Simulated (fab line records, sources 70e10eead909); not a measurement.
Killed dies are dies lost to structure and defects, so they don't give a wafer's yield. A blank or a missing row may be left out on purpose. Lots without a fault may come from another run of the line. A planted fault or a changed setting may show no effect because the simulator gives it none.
Chamber matching | flow nand_harc | NHARC_P_CONTACT_DEP_30 on pecvd-04: 3 sister chambers
The step deposits SiNx, target thk 30 nm. 3 wafers are shown with their chamber, then 7 later ones without.

WAFERS WITH THEIR CHAMBER
wafer  | chamber | heater_power_w (W)
L082.2 | 2       | 639
L088.2 | 1       | 767
L088.3 | 0       | 834

WAFERS WITHOUT THEIR CHAMBER
wafer  | heater_power_w (W)
L088.4 | 805
L091.1 | 661
L091.2 | 850
L091.6 | 850
L096.3 | 772
L096.4 | 792
L096.5 | 872

WHICH CHAMBER EACH WENT THROUGH
wafer  | from the rows above     | in truth
L088.4 | can't be placed: 0 or 1 | 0
L091.1 | 2                       | 2
L091.2 | 0                       | 0
L091.6 | 0                       | 0
L096.3 | 1                       | 1
L096.4 | can't be placed: 1 or 0 | 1
L096.5 | 0                       | 0
Placed correctly: 5 of 7. Can't be placed from these rows: 2 (the true chamber is among the candidates in 2). Placed wrongly: 0.
How it was worked out, from the rows above alone: a wafer's distance from a chamber is the root of the sum, over the readings, of the square of ((its reading less the chamber's mean) divided by the reading's scatter). The wafer belongs to the nearest chamber; if the next one is less than 2 further off, it can't be placed. A chamber's mean is the mean of its shown wafers. The scatter: with one shown wafer a chamber, the root of the mean of the squares of how far each hidden wafer lies from its nearest shown one.
